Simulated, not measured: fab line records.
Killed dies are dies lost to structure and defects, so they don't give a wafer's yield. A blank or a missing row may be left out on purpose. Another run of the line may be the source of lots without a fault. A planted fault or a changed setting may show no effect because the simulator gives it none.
Comparing a struck lot with a sound one :: flow n5_finfet :: 15 steps out of a route of 1938
Sound: the wafers L448.3, L448.5, L448.6. Struck: wafer L460.3 (L460.2, L460.6, from the same lot, were not struck and are left out); the cause is given at the end.
For every step that has rows: the tool of each side, followed by ch and its chambers, followed by its first start. Under that, the readings that differ: sound wafers :: struck wafers :: difference of the means :: sigmas: that difference in standard deviations of wafers without a fault.
alike: words and numbers the same on both sides, and readings whose means are apart by under 2 such deviations; not compared: readings that were withheld, readings missing a value for some wafer, numbers with overlapping values and no deviation given by the record, and bounds like >300 which may hide the same value.
The two part at a step that has a row with sigmas, a row that says differs or no value, or rows on one side only. Numbers that have no deviation but don't overlap get no sigmas and don't part them. A reading that every wafer of one side lacks parts them only if that side has two wafers or more.

first, 8 steps without rows for these wafers: N5_BEOL_M11_COAT_59 (time 60 s, resist thk 100 nm); N5_BEOL_M11_COAT_60 (time 60 s, resist thk 30 nm); N5_BEOL_M11_COAT_05 (resist thk 90 nm); N5_BEOL_M11_EBR_07; N5_BEOL_M11_SOFTBAKE_06 (time 60 s); N5_BEOL_M11_EXPOSE_08 (exposes mask M11); N5_BEOL_M11_PEB_09 (peb time 60 s); N5_BEOL_M11_DEVELOP_10 (develop time 30 s).
N5_BEOL_M11_CD_MEAS_11: target cd 64.1 nm.
  sound on cd_sem-02 ch 0, day 11 08:41; struck on cd_sem-03 ch 0, day 14 16:16
  alike: cd_nm
N5_BEOL_M11_OVL_MEAS_12:
  sound on overlay-02 ch 0, day 11 08:42; struck on overlay-01 ch 0, day 14 16:17
  alike: M11_OVL
N5_BEOL_M11_INSPECT_13: inspects for defects (brightfield).
  sound: defect_inspect-02 at day 11 08:44; struck: defect_inspect-01 at day 14 16:19
  alike: raw_defect_count
N5_BEOL_M11_DESCUM_16: chemistry O2, time 7.9 s.
  sound on rie_diel-03 ch 0,1,3, day 11 08:46; struck on rie_diel-05 ch 2, day 14 16:21
  alike: drypump_motor_current_A, oes_product_au, rf_vpp_V, showerhead_plenum_p_Torr, throttle_valve_pct
  not compared: rf_hours_counter_h
N5_BEOL_M11_ETCH_61: etches SiARC in CF4, target depth 39 nm, time 65 s.
  sound on rie_diel-03 ch 0,1,3, day 11 08:48; struck on rie_diel-05 ch 2, day 14 16:23
reading: etch_rf_on_time_s (s)
sound: 63.0 64.7 63.4
struck: 40.6
difference: -23.1
sigmas: -11

reading: oes_product_au (a.u.)
sound: 0.60 0.60 0.63
struck: 0.93
difference: +0.32
sigmas: +5
  alike: drypump_motor_current_A, mfc_ar_sccm, rf_vpp_V, showerhead_plenum_p_Torr, throttle_valve_pct
  not compared: rf_hours_counter_h
N5_BEOL_M11_ETCH_62: etches SOC in N2/H2, target depth 110 nm, overetch 22 nm, time 165 s.
  sound on rie_diel-03 ch 0,1,3, day 11 08:51; struck on rie_diel-05 ch 2, day 14 16:26
reading: throttle_valve_pct (%)
sound: 18.09 18.14 18.05
struck: 17.69
difference: -0.40
sigmas: -2
  alike: drypump_motor_current_A, oes_product_au, rf_vpp_V, showerhead_plenum_p_Torr
  not compared: rf_hours_counter_h
after that, 1 step had no rows for these wafers: N5_PASSIVATION_PROBE_49.

== WHERE THEY PART ==
First at N5_BEOL_M11_ETCH_61; last, within this record, at N5_BEOL_M11_ETCH_62.

WHY: the cause the simulator had injected
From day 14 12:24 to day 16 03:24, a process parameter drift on rie_diel-05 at N5_BEOL_M11_ETCH_61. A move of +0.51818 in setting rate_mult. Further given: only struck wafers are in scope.
